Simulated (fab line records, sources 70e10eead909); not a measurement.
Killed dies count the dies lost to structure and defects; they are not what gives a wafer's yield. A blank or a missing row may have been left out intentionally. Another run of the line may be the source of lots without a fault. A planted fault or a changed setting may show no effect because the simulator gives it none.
fab line records	flow nand-harc
[record] lots = 24	wafers = 72	last-day = 33
route steps=1302 shown A_CONTACT@1015
lots that met no fault: taken from a fault-free run of the same line
start-h: hours from the record's opening day to when the first of the lot's shown wafers began	wait-h: how many hours have passed since the lot's step before this one	" repeats the value in the row above	L1.1+2: a single row standing in for several wafers	- value missing, or start not given	* or withheld: withheld	< > ~ a bound
route shown NAME@n: a module of which the file shows steps, and the number in the route of the first	usual: mean and standard deviation over wafers with no fault	same: alike in all rows	chamber/n: place in a boat	sites: readings site by site	_std_site: the standard deviation of these	_edge_site: the outer-site mean with the inner-site mean subtracted	radius-mm: for every site, how far away it sits from the centre of the wafer	mask NAME#n: copy n	behind: the most recent tool/chamber to have shaped the wafer	hold: what put the lot on hold/how long, in hours/how the hold closed	device: the transistor (n, p or np) that didn't switch	end of line: the tests these same wafers got at the end of their route	where a step has no rows: the recipe by itself	killed: count of dies lost to structure and defects at first sort (not the wafer's yield)	map: the dies of a wafer, with x for killed, . for not killed, _ for no die there
set.NAME: the setting that was run; set.NAME@STEP: the one run at that earlier step	model.NAME: the simulator's own value behind a step, which no gauge read
steps of the route over a sample of lots; a table a step, a row a wafer
services: when a tool's chamber went out of use (start-h, in hours from the record's first day, below 0 if earlier), for how many hours, and the reason
[[steps]]
[step NHARC_A_CONTACT_ETCH_121]
[recipe] source-w = withheld	pressure-mtorr = 20	bias-v = 3000	time-s = 190	target-depth-a = 18500	ar-flow-sccm = withheld	c4f8-flow-sccm = withheld	o2-flow-sccm = withheld	chemistry = C4F8/O2/Ar
lot.wafer	tool	chamber	start-h	wait-h	rf-hours-counter-h
L074.1	har-cap-etch-01	0	495.76	0.1	129
L074.3	"	0	"	"	-
L074.6	"	0	"	"	-
L075.3	har-cap-etch-03	1	507.07	0.1	-
L075.5	"	1	"	"	-
L075.6	"	0	"	"	-
L076.2	har-cap-etch-02	1	508.08	0.1	84
L076.3	"	0	"	"	-
L076.4	"	1	"	"	-
L077.4	har-cap-etch-03	1	535.50	0.1	-
L077.3	"	0	"	"	-
L077.5	"	0	"	"	-
L078.2	har-cap-etch-02	1	535.66	0.1	92
L078.3	"	1	"	"	-
L078.6	"	0	"	"	-
L079.2	har-cap-etch-03	1	557.08	0.1	49
L079.1	"	0	"	"	49
L079.6	"	0	"	"	-
L080.1	har-cap-etch-02	0	565.69	0.1	95
L080.4	"	0	"	"	-
L080.5	"	1	"	"	-
L081.1	har-cap-etch-01	0	565.88	0.1	9
L081.4	"	0	"	"	-
L081.6	"	1	"	"	-
L082.2	har-cap-etch-02	0	574.58	0.1	97
L082.6	"	1	"	"	-
L082.5	"	0	"	"	-
L085.1	har-cap-etch-02	0	587.14	0.1	102
L085.4	"	1	"	"	-
L085.5	"	0	"	"	-
L084.3	har-cap-etch-03	1	592.85	0.1	-
L084.4	"	0	"	"	-
L084.5	"	0	"	"	-
L083.2	har-cap-etch-01	0	600.44	0.1	16
L083.4	"	1	"	"	-
L083.6	"	0	"	"	-
L086.2	har-cap-etch-02	0	614.60	0.1	108
L086.4	"	1	"	"	-
L086.3	"	0	"	"	-
L087.2	har-cap-etch-01	1	634.89	0.1	22
L087.3	"	0	"	"	-
L087.4	"	1	"	"	-
L088.3	har-cap-etch-02	1	645.43	0.1	-
L088.4	"	0	"	"	-
L088.6	"	1	"	"	-
L089.4	har-cap-etch-03	0	654.13	0.1	-
L089.5	"	0	"	"	-
L089.6	"	1	"	"	-
L090.1	har-cap-etch-02	1	655.07	0.1	114
L090.4	"	0	"	"	-
L090.6	"	0	"	"	-
L091.2	har-cap-etch-01	0	656.48	0.1	25
L091.3	"	0	"	"	-
L091.5	"	1	"	"	-
L092.4	har-cap-etch-03	1	679.26	0.1	-
L092.3	"	0	"	"	-
L092.5	"	1	"	"	-
L093.2	har-cap-etch-01	1	687.13	0.1	31
L093.1	"	0	"	"	31
L093.3	"	1	"	"	-
L095.3	har-cap-etch-03	0	708.12	0.1	-
L095.5	"	1	"	"	-
L095.6	"	0	"	"	-
L094.2	har-cap-etch-01	0	713.39	0.2	34
L094.3	"	0	"	"	-
L094.5	"	1	"	"	-
L097.3	har-cap-etch-01	1	730.40	0.1	-
L097.5	"	0	"	"	-
L097.6	"	1	"	"	-
L096.2	har-cap-etch-02	0	730.84	0.1	125
L096.3	"	0	"	"	-
L096.6	"	1	"	"	-
[step NHARC_A_CONTACT_ETCH_102]
[recipe] target-depth-a = 1000	overetch-a = 100	time-s = 55	ion-energy-ev = 100	cf4-flow-sccm = 80	o2-flow-sccm = 20	ar-flow-sccm = 0	rf-w = 300	bias-w = 100	chemistry = CF4/O2
[usual] drypump-motor-current-A = 5.8/0.35	oes-product-au = 0.998/0.0058	rf-vpp-V = 197.6/1.7	showerhead-plenum-p-Torr = 1.33/0.071	throttle-valve-pct = 13.398/0.0092
lot.wafer	tool	chamber	start-h	wait-h	drypump-motor-current-A	oes-product-au	rf-hours-counter-h	rf-vpp-V	showerhead-plenum-p-Torr	throttle-valve-pct
L074.3	rie-diel-04	2	497.64	0.1	5.7	0.989	38	197.9	1.33	13.390
L074.1	"	3	"	"	6.3	0.997	45	197.5	1.31	13.394
L074.6	"	1	"	"	5.7	0.994	-	200.7	1.44	13.388
L075.3	rie-diel-09	3	508.84	0.1	5.7	0.998	0	196.7	1.24	13.393
L075.6	"	3	"	"	5.7	1.007	-	196.4	1.24	13.392
L075.5	"	0	"	"	6.4	1.000	-	195.8	1.27	13.389
L076.3	rie-diel-09	2	509.88	0.1	6.4	1.000	0	198.4	1.35	13.400
L076.4	"	0	"	"	6.4	0.994	0	196.1	1.27	13.401
L076.2	"	1	"	"	5.6	0.996	0	199.6	1.40	13.394
L077.4	rie-diel-09	3	537.33	0.1	5.7	0.999	7	195.2	1.24	13.398
L077.3	"	1	"	"	5.6	1.004	5	199.3	1.40	13.395
L077.5	"	3	"	"	5.7	1.003	-	195.3	1.24	13.395
L078.3	rie-diel-09	0	537.63	0.0	6.4	0.988	6	195.6	1.26	13.379
L078.2	"	3	"	"	5.7	0.993	7	194.0	1.24	13.399
L078.6	"	1	"	"	5.6	0.997	-	199.8	1.40	13.390
L079.1	rie-diel-07	3	558.96	0.1	5.5	1.001	25	199.0	1.32	13.416
L079.2	"	0	"	"	5.5	0.989	26	199.4	1.44	13.398
L079.6	"	3	"	"	5.4	1.010	-	198.4	1.32	13.404
L080.1	rie-diel-04	3	567.53	0.1	6.3	0.992	8	197.6	1.31	13.369
L080.4	"	0	"	"	5.6	0.995	8	199.8	1.44	13.393
L080.5	"	1	"	"	5.7	0.985	-	198.6	1.43	13.402
L081.1	rie-diel-09	2	567.68	0.1	6.3	0.996	12	197.0	1.35	13.377
L081.4	"	1	"	"	5.6	1.001	11	198.5	1.40	13.391
L081.6	"	3	"	"	5.7	1.001	-	196.4	1.24	13.404
L082.2	rie-diel-09	3	576.41	0.1	5.7	0.988	13	196.8	1.24	13.393
L082.5	"	1	"	"	5.6	1.003	-	198.2	1.40	13.408
L082.6	"	2	"	"	6.3	0.992	-	199.0	1.35	13.402
L085.4	rie-diel-09	1	588.94	0.1	5.6	1.003	16	198.7	1.40	13.400
L085.1	"	3	"	"	5.7	1.002	16	195.7	1.23	13.419
L085.5	"	2	"	"	6.3	1.005	-	199.1	1.35	13.388
L084.3	rie-diel-07	2	594.65	0.1	5.4	0.996	34	196.6	1.26	13.390
L084.4	"	0	"	"	5.5	0.997	38	198.9	1.44	13.405
L084.5	"	1	"	"	5.7	1.003	-	198.3	1.29	13.391
L083.2	rie-diel-09	2	602.31	0.1	6.3	0.998	20	197.6	1.35	13.393
L083.6	"	3	"	"	5.7	0.990	-	195.2	1.23	13.396
L083.4	"	1	"	"	5.6	0.995	-	198.9	1.40	13.389
L086.3	rie-diel-09	2	616.65	0.1	6.3	1.001	23	196.7	1.35	13.407
L086.2	"	3	"	"	5.7	0.998	22	194.7	1.23	13.398
L086.4	"	1	"	"	5.6	0.995	23	199.5	1.40	13.401
L087.3	rie-diel-09	1	636.69	0.1	5.6	0.993	24	198.5	1.40	13.400
L087.2	"	2	"	"	6.3	0.997	24	198.3	1.35	13.413
L087.4	"	3	"	"	5.7	0.999	24	195.5	1.23	13.394
L088.4	rie-diel-09	1	647.21	0.1	5.6	1.004	25	199.5	1.40	13.401
L088.3	"	2	"	"	6.3	0.998	25	197.9	1.35	13.395
L088.6	"	0	"	"	6.4	0.988	-	198.7	1.26	13.394
L089.4	rie-diel-09	0	655.92	0.1	6.4	0.987	25	196.8	1.26	13.389
L089.6	"	2	"	"	6.3	0.988	-	197.6	1.35	13.395
L089.5	"	3	"	"	5.7	0.999	-	197.5	1.23	13.390
L090.4	rie-diel-09	0	656.91	0.1	6.4	0.993	25	194.8	1.26	13.383
L090.1	"	2	"	"	6.3	1.002	27	198.7	1.35	13.397
L090.6	"	1	"	"	5.6	0.995	-	199.8	1.40	13.390
L091.2	rie-diel-04	0	658.28	0.1	5.6	0.997	34	200.8	1.44	13.406
L091.3	"	2	"	"	5.7	0.996	34	197.6	1.32	13.394
L091.5	"	1	"	"	5.7	0.991	-	199.0	1.42	13.410
L092.4	rie-diel-07	2	681.21	0.1	5.4	1.009	11	196.6	1.25	13.382
L092.3	"	3	"	"	5.5	1.005	12	197.2	1.31	13.400
L092.5	"	1	"	"	5.7	1.002	-	195.8	1.28	13.380
L093.1	rie-diel-07	1	688.95	0.1	5.7	1.004	12	197.1	1.28	13.397
L093.3	"	2	"	"	5.4	1.005	12	195.2	1.25	13.397
L093.2	"	3	"	"	5.4	0.994	14	197.8	1.31	13.407
L095.3	rie-diel-07	0	710.06	0.1	5.5	0.993	19	200.2	1.43	13.412
L095.6	"	3	"	"	5.4	0.998	-	197.8	1.31	13.413
L095.5	"	0	"	"	5.4	0.993	-	199.1	1.43	13.407
L094.2	rie-diel-07	1	715.58	0.1	5.7	1.007	19	196.6	1.28	13.419
L094.3	"	3	"	"	5.4	1.002	20	196.1	1.31	13.389
L094.5	"	1	"	"	5.7	0.998	-	195.6	1.28	13.393
L097.3	rie-diel-09	2	732.61	0.0	6.3	1.001	9	198.9	1.35	13.392
L097.6	"	2	"	"	6.4	0.993	-	197.6	1.35	13.400
L097.5	"	3	"	"	5.7	0.992	-	200.8	1.44	13.392
L096.3	rie-diel-04	0	732.68	0.1	5.6	0.987	8	199.2	1.43	13.401
L096.2	"	1	"	"	5.7	1.003	8	198.8	1.42	13.393
L096.6	"	2	"	"	5.7	1.002	-	196.9	1.32	13.417
[step NHARC_A_CONTACT_OVL_MEAS_70]
[usual] overlay-x-nm = 0.0/0.82	overlay-y-nm = 0.1/0.93
lot.wafer	tool	chamber	start-h	wait-h	overlay-x-nm	overlay-y-nm
L074.1	overlay-01	-	502.52	-	1.7	3.1
L074.3	"	-	"	"	2.2	2.7
L074.6	"	-	"	"	1.9	2.4
L075.3	overlay-01	-	515.16	-	0.4	-0.8
L075.5	"	-	"	"	0.7	-1.4
L075.6	"	-	"	"	0.3	-1.3
L076.2	overlay-01	-	515.74	-	-0.4	-0.2
L076.3	"	-	"	"	0.1	-0.5
L076.4	"	-	"	"	0.3	-0.1
L077.3	overlay-02	-	542.05	-	1.0	0.9
L077.4	"	-	"	"	1.2	1.6
L077.5	"	-	"	"	0.4	0.7
L078.2	overlay-01	-	542.24	-	-1.0	-2.3
L078.3	"	-	"	"	-0.1	-1.8
L078.6	"	-	"	"	0.4	-1.6
L079.1	overlay-02	-	567.30	-	-1.9	0.7
L079.2	"	-	"	"	-1.5	1.0
L079.6	"	-	"	"	-1.6	1.5
L080.1	overlay-01	-	574.08	-	-0.6	0.2
L080.4	"	-	"	"	-0.8	0.0
L080.5	"	-	"	"	-0.5	0.4
L081.1	overlay-02	-	574.25	-	1.3	-0.1
L081.4	"	-	"	"	0.5	0.5
L081.6	"	-	"	"	0.5	0.3
L082.2	overlay-02	-	581.21	-	-1.0	0.4
L082.5	"	-	"	"	0.0	0.5
L082.6	"	-	"	"	-0.5	0.7
L085.1	overlay-01	-	593.62	-	-0.4	0.3
L085.4	"	-	"	"	-0.3	0.5
L085.5	"	-	"	"	-0.6	-0.2
L084.3	overlay-02	-	599.40	-	0.4	-0.2
L084.4	"	-	"	"	0.2	-0.5
L084.5	"	-	"	"	0.1	-0.6
L083.2	overlay-02	-	606.90	-	-0.8	-0.1
L083.4	"	-	"	"	-1.0	-0.2
L083.6	"	-	"	"	-0.8	-0.1
L086.2	overlay-02	-	622.81	-	0.5	-0.9
L086.3	"	-	"	"	0.1	-0.3
L086.4	"	-	"	"	1.0	-0.5
L087.2	overlay-01	-	641.38	-	0.5	0.7
L087.3	"	-	"	"	0.1	1.3
L087.4	"	-	"	"	0.0	0.4
L088.3	overlay-01	-	653.30	-	1.5	0.8
L088.4	"	-	"	"	1.4	0.7
L088.6	"	-	"	"	1.5	0.6
L089.4	overlay-02	-	660.62	-	-0.2	0.7
L089.5	"	-	"	"	-0.4	0.3
L089.6	"	-	"	"	-0.6	0.9
L090.1	overlay-02	-	662.65	-	1.5	-0.7
L090.4	"	-	"	"	0.9	-0.2
L090.6	"	-	"	"	1.0	-0.3
L091.2	overlay-01	-	663.85	-	0.6	1.0
L091.3	"	-	"	"	0.3	0.4
L091.5	"	-	"	"	0.0	0.7
L092.3	overlay-01	-	688.65	-	0.1	-1.1
L092.4	"	-	"	"	-0.5	-0.3
L092.5	"	-	"	"	-0.9	-0.4
L093.1	overlay-02	-	695.66	-	-0.5	-0.4
L093.2	"	-	"	"	-0.2	-0.8
L093.3	"	-	"	"	-0.4	-0.1
L095.3	overlay-02	-	718.89	-	0.2	0.4
L095.5	"	-	"	"	-0.1	0.2
L095.6	"	-	"	"	0.4	-0.2
L094.2	overlay-01	-	720.24	-	-0.6	-0.4
L094.3	"	-	"	"	-0.2	-0.3
L094.5	"	-	"	"	-0.2	-0.6
L097.3	overlay-01	-	737.39	-	-0.6	0.4
L097.5	"	-	"	"	-1.0	0.2
L097.6	"	-	"	"	-0.5	0.2
L096.2	overlay-02	-	737.54	-	0.1	0.6
L096.3	"	-	"	"	0.0	1.3
L096.6	"	-	"	"	-0.2	1.0
[step NHARC_A_CONTACT_ETCH_129]
[recipe] source-w = withheld	pressure-mtorr = 20	bias-v = 3000	time-s = 197	target-depth-a = 19180	ar-flow-sccm = withheld	c4f8-flow-sccm = withheld	o2-flow-sccm = withheld	chemistry = C4F8/O2/Ar
lot.wafer	tool	chamber	start-h	wait-h	rf-hours-counter-h
L074.1	har-cap-etch-02	1	505.22	0.1	81
L074.3	"	0	"	"	-
L074.6	"	1	"	"	-
L075.3	har-cap-etch-03	1	517.81	0.1	-
L075.6	"	0	"	"	-
L075.5	"	1	"	"	-
L076.2	har-cap-etch-02	1	518.85	0.1	88
L076.3	"	0	"	"	-
L076.4	"	1	"	"	-
L077.4	har-cap-etch-01	1	544.65	0.1	-
L077.3	"	0	"	"	-
L077.5	"	1	"	"	-
L078.2	har-cap-etch-03	0	545.51	0.2	47
L078.3	"	1	"	"	-
L078.6	"	0	"	"	-
L079.2	har-cap-etch-03	1	569.84	0.1	51
L079.1	"	0	"	"	51
L079.6	"	1	"	"	-
L080.1	har-cap-etch-01	1	576.66	0.1	11
L080.4	"	1	"	"	-
L080.5	"	1	"	"	-
L081.1	har-cap-etch-03	1	576.81	0.1	52
L081.4	"	0	"	"	-
L081.6	"	0	"	"	-
L082.2	har-cap-etch-01	1	583.80	0.1	12
L082.5	"	0	"	"	-
L082.6	"	1	"	"	-
L085.1	har-cap-etch-02	0	596.20	0.1	104
L085.4	"	1	"	"	-
L085.5	"	0	"	"	-
L084.4	har-cap-etch-03	0	602.31	0.1	-
L084.3	"	1	"	"	-
L084.5	"	0	"	"	-
L083.2	har-cap-etch-01	0	609.49	0.1	18
L083.4	"	1	"	"	-
L083.6	"	1	"	"	-
L086.2	har-cap-etch-03	1	625.37	0.1	61
L086.3	"	1	"	"	-
L086.4	"	0	"	"	-
L087.2	har-cap-etch-03	1	643.96	0.1	63
L087.4	"	0	"	"	-
L087.3	"	1	"	"	-
L088.3	har-cap-etch-03	0	655.92	0.1	-
L088.4	"	1	"	"	-
L088.6	"	1	"	"	-
L089.4	har-cap-etch-02	1	664.14	0.1	-
L089.6	"	1	"	"	-
L089.5	"	0	"	"	-
L090.1	har-cap-etch-01	1	665.35	0.1	27
L090.4	"	1	"	"	-
L090.6	"	0	"	"	-
L091.2	har-cap-etch-03	0	666.40	0.1	70
L091.3	"	0	"	"	-
L091.5	"	1	"	"	-
L092.3	har-cap-etch-02	1	691.25	0.1	-
L092.4	"	0	"	"	-
L092.5	"	1	"	"	-
L093.2	har-cap-etch-03	0	698.21	0.1	74
L093.1	"	1	"	"	74
L093.3	"	0	"	"	-
L095.3	har-cap-etch-02	1	721.50	0.1	-
L095.6	"	1	"	"	-
L095.5	"	0	"	"	-
L094.2	har-cap-etch-03	1	723.10	0.1	78
L094.3	"	0	"	"	-
L094.5	"	1	"	"	-
L097.3	har-cap-etch-03	1	740.00	0.1	-
L097.5	"	1	"	"	-
L097.6	"	0	"	"	-
L096.2	har-cap-etch-01	0	740.56	0.1	40
L096.3	"	0	"	"	-
L096.6	"	0	"	"	-
[step NHARC_A_CONTACT_ETCH_133]
[recipe] source-w = withheld	pressure-mtorr = 20	bias-v = 400	time-s = 374	target-depth-a = 16100	ar-flow-sccm = withheld	c4f8-flow-sccm = 11.5	o2-flow-sccm = 7.2	chemistry = C4F8/O2/Ar
lot.wafer	tool	chamber	start-h	wait-h	rf-hours-counter-h
L074.1	har-cap-etch-02	1	505.96	0.2	82
L074.3	"	0	"	"	-
L074.6	"	1	"	"	-
L075.3	har-cap-etch-03	1	518.64	0.3	-
L075.6	"	0	"	"	-
L075.5	"	1	"	"	-
L076.2	har-cap-etch-02	1	519.60	0.2	88
L076.3	"	0	"	"	-
L076.4	"	1	"	"	-
L077.4	har-cap-etch-01	1	545.44	0.2	-
L077.3	"	0	"	"	-
L077.5	"	1	"	"	-
L078.2	har-cap-etch-03	0	546.45	0.2	47
L078.3	"	1	"	"	-
L078.6	"	0	"	"	-
L079.2	har-cap-etch-03	1	570.55	0.1	51
L079.1	"	0	"	"	51
L079.6	"	1	"	"	-
L080.1	har-cap-etch-01	1	577.41	0.2	11
L080.4	"	1	"	"	-
L080.5	"	1	"	"	-
L081.1	har-cap-etch-03	1	577.52	0.1	53
L081.4	"	0	"	"	-
L081.6	"	0	"	"	-
L082.2	har-cap-etch-01	1	584.54	0.2	13
L082.5	"	0	"	"	-
L082.6	"	1	"	"	-
L085.1	har-cap-etch-02	0	596.94	0.2	105
L085.4	"	1	"	"	-
L085.5	"	0	"	"	-
L084.4	har-cap-etch-03	0	603.10	0.2	-
L084.3	"	1	"	"	-
L084.5	"	0	"	"	-
L083.2	har-cap-etch-01	0	610.23	0.2	18
L083.4	"	1	"	"	-
L083.6	"	1	"	"	-
L086.2	har-cap-etch-03	1	626.08	0.1	62
L086.3	"	1	"	"	-
L086.4	"	0	"	"	-
L087.2	har-cap-etch-03	1	644.71	0.2	63
L087.4	"	0	"	"	-
L087.3	"	1	"	"	-
L088.3	har-cap-etch-03	0	656.71	0.2	-
L088.4	"	1	"	"	-
L088.6	"	1	"	"	-
L089.4	har-cap-etch-02	1	664.93	0.2	-
L089.6	"	1	"	"	-
L089.5	"	0	"	"	-
L090.1	har-cap-etch-01	1	666.05	0.1	28
L090.4	"	1	"	"	-
L090.6	"	0	"	"	-
L091.2	har-cap-etch-03	0	667.15	0.2	71
L091.3	"	0	"	"	-
L091.5	"	1	"	"	-
L092.3	har-cap-etch-02	1	692.19	0.3	-
L092.4	"	0	"	"	-
L092.5	"	1	"	"	-
L093.2	har-cap-etch-03	0	698.91	0.1	75
L093.1	"	1	"	"	75
L093.3	"	0	"	"	-
L095.3	har-cap-etch-02	1	722.29	0.2	-
L095.6	"	1	"	"	-
L095.5	"	0	"	"	-
L094.2	har-cap-etch-03	1	723.80	0.1	79
L094.3	"	0	"	"	-
L094.5	"	1	"	"	-
L097.3	har-cap-etch-03	1	740.79	0.2	-
L097.5	"	1	"	"	-
L097.6	"	0	"	"	-
L096.2	har-cap-etch-01	0	741.30	0.2	41
L096.3	"	0	"	"	-
L096.6	"	0	"	"	-
[step NHARC_A_CONTACT_ETCH_88]
[recipe] target-depth-a = 390	over-etch-frac = 0.3	time-s = 65	ion-energy-ev = 80	cf4-flow-sccm = 150	ar-flow-sccm = 0	rf-w = 300	bias-w = 100	chemistry = CF4
[usual] drypump-motor-current-A = 5.9/0.36	oes-product-au = 0.998/0.0066	rf-vpp-V = 151.2/1.4	showerhead-plenum-p-Torr = 1.77/0.09	throttle-valve-pct = 13.285/0.0088
lot.wafer	tool	chamber	start-h	wait-h	drypump-motor-current-A	oes-product-au	rf-hours-counter-h	rf-vpp-V	showerhead-plenum-p-Torr	throttle-valve-pct
L074.1	rie-diel-07	2	512.55	0.1	5.4	0.998	10	151.0	1.68	13.281
L074.3	"	0	"	"	5.5	1.004	10	153.1	1.91	13.302
L074.6	"	2	"	"	5.4	1.003	-	150.5	1.68	13.274
L075.3	rie-diel-09	0	527.29	0.1	6.4	0.987	4	149.6	1.68	13.279
L075.6	"	3	"	"	5.6	1.006	-	150.1	1.64	13.291
L075.5	"	0	"	"	6.4	1.000	-	150.5	1.68	13.303
L076.4	rie-diel-09	2	527.66	0.1	6.4	1.003	3	152.2	1.79	13.265
L076.3	"	3	"	"	5.7	0.999	4	149.6	1.64	13.288
L076.2	"	1	"	"	5.6	1.003	3	151.5	1.85	13.289
L077.3	rie-diel-09	2	550.80	0.1	6.3	0.989	8	152.2	1.79	13.290
L077.4	"	0	"	"	6.4	0.992	7	150.5	1.68	13.286
L077.5	"	1	"	"	5.6	0.997	-	150.7	1.85	13.278
L078.2	rie-diel-09	0	552.54	0.1	6.4	0.991	7	151.0	1.68	13.286
L078.3	"	1	"	"	5.6	1.005	7	151.8	1.85	13.287
L078.6	"	3	"	"	5.7	1.010	-	150.2	1.64	13.275
L079.2	rie-diel-07	3	575.30	0.2	5.5	0.997	29	151.4	1.75	13.274
L079.1	"	2	"	"	5.4	1.002	24	151.0	1.67	13.293
L079.6	"	0	"	"	5.5	0.995	-	151.8	1.90	13.298
L080.1	rie-diel-07	0	581.91	0.1	5.4	1.005	31	153.5	1.90	13.285
L080.4	"	3	"	"	5.4	0.994	30	150.2	1.75	13.291
L080.5	"	1	"	"	5.7	0.987	-	149.2	1.71	13.286
L081.4	rie-diel-09	2	583.08	0.1	6.3	1.001	15	150.6	1.79	13.300
L081.1	"	3	"	"	5.7	0.991	14	148.9	1.64	13.287
L081.6	"	1	"	"	5.6	0.984	-	152.6	1.85	13.278
L082.2	rie-diel-04	3	589.20	0.1	6.3	1.000	15	151.2	1.73	13.287
L082.5	"	3	"	"	6.3	0.997	-	151.7	1.73	13.287
L082.6	"	0	"	"	5.6	0.992	-	154.1	1.90	13.285
L085.1	rie-diel-09	3	604.87	0.1	5.7	0.995	19	150.0	1.64	13.287
L085.4	"	2	"	"	6.3	0.992	20	151.3	1.79	13.278
L085.5	"	3	"	"	5.7	0.994	-	148.9	1.64	13.296
L084.4	rie-diel-09	3	608.61	0.1	5.7	0.991	20	147.7	1.64	13.292
L084.3	"	0	"	"	6.4	0.993	17	151.7	1.68	13.281
L084.5	"	3	"	"	5.7	0.995	-	150.1	1.64	13.297
L083.4	rie-diel-09	2	615.26	0.1	6.3	1.004	22	151.6	1.79	13.270
L083.2	"	1	"	"	5.6	1.000	22	151.7	1.85	13.271
L083.6	"	2	"	"	6.3	0.995	-	150.6	1.79	13.290
L086.2	rie-diel-04	1	630.82	0.1	5.7	1.005	25	152.6	1.88	13.307
L086.3	"	3	"	"	6.3	1.001	26	150.5	1.73	13.284
L086.4	"	0	"	"	5.6	1.003	26	151.1	1.90	13.290
L087.3	rie-diel-09	1	650.23	0.1	5.6	1.004	25	151.2	1.85	13.291
L087.2	"	3	"	"	5.7	0.985	25	150.8	1.64	13.267
L087.4	"	3	"	"	5.7	0.995	-	149.0	1.64	13.293
L088.3	rie-diel-09	0	662.18	0.1	6.4	0.994	25	150.2	1.68	13.289
L088.4	"	2	"	"	6.3	0.995	27	152.2	1.79	13.291
L088.6	"	0	"	"	6.4	0.995	-	148.9	1.68	13.291
L089.4	rie-diel-09	1	669.41	0.1	5.6	1.006	30	151.7	1.85	13.292
L089.6	"	1	"	"	5.6	1.004	-	151.9	1.85	13.294
L089.5	"	2	"	"	6.3	1.005	-	150.7	1.79	13.288
L090.4	rie-diel-04	1	671.50	0.1	5.8	1.005	40	153.4	1.88	13.290
L090.1	"	2	"	"	5.7	0.999	41	150.1	1.75	13.282
L090.6	"	0	"	"	5.6	0.997	-	154.3	1.90	13.278
L091.2	rie-diel-04	1	677.46	0.1	5.7	0.999	42	153.5	1.88	13.279
L091.3	"	2	"	"	5.7	0.988	44	151.4	1.75	13.275
L091.5	"	0	"	"	5.6	1.002	-	152.4	1.90	13.285
L092.4	rie-diel-09	2	697.59	0.1	6.3	1.011	3	150.8	1.78	13.279
L092.3	"	0	"	"	6.4	1.003	3	150.3	1.67	13.286
L092.5	"	2	"	"	6.3	0.997	-	151.7	1.78	13.275
L093.3	rie-diel-09	0	703.60	0.1	6.4	0.989	3	149.6	1.67	13.299
L093.1	"	1	"	"	5.6	0.996	4	152.4	1.84	13.297
L093.2	"	2	"	"	6.3	0.999	4	152.8	1.78	13.294
L095.3	rie-diel-09	2	728.55	0.1	6.3	0.991	8	150.4	1.78	13.272
L095.6	"	2	"	"	6.3	0.983	-	149.7	1.78	13.291
L095.5	"	3	"	"	5.7	0.995	-	152.9	1.91	13.282
L094.3	rie-diel-04	2	729.12	0.1	5.7	1.008	4	150.3	1.75	13.280
L094.2	"	3	"	"	6.3	0.992	4	150.8	1.72	13.272
L094.5	"	3	"	"	6.3	0.990	-	150.5	1.72	13.270
L097.3	rie-diel-07	3	749.42	0.1	5.5	1.008	30	151.1	1.74	13.295
L097.6	"	0	"	"	5.5	1.004	-	151.5	1.88	13.282
L097.5	"	1	"	"	5.7	1.004	-	148.3	1.69	13.274
L096.3	rie-diel-09	3	750.17	0.1	5.7	0.995	14	153.7	1.90	13.282
L096.2	"	2	"	"	6.3	0.990	15	151.8	1.78	13.273
L096.6	"	0	"	"	6.4	0.991	-	150.0	1.67	13.291
[[services]]
tool	chamber	start-h	hours	kind
rie-diel-09	0	476.70	-	clean
rie-diel-09	1	476.70	-	clean
rie-diel-09	2	476.70	-	clean
rie-diel-09	3	476.70	-	clean
har-cap-etch-01	-	489.22	1.1	repair
har-cap-etch-01	-	497.00	17.0	pm
rie-diel-09	-	497.44	9.0	pm
rie-diel-09	0	497.44	9.0	vent-cycle
rie-diel-09	1	497.44	9.0	vent-cycle
rie-diel-09	2	497.44	9.0	vent-cycle
rie-diel-09	3	497.44	9.0	vent-cycle
rie-diel-09	0	506.44	-	clean
rie-diel-07	2	523.08	4.5	repair
rie-diel-04	-	532.15	9.0	pm
rie-diel-04	1	558.39	3.9	repair
rie-diel-07	2	603.01	4.5	repair
rie-diel-07	2	625.11	9.1	repair
rie-diel-09	-	626.52	6.0	repair
rie-diel-09	2	648.15	3.2	repair
rie-diel-07	-	651.12	9.0	pm
rie-diel-04	-	709.15	9.0	pm
rie-diel-07	2	709.44	22.5	repair
rie-diel-07	-	717.48	1.9	repair
rie-diel-04	3	732.54	9.0	repair
[[key]]
fault none
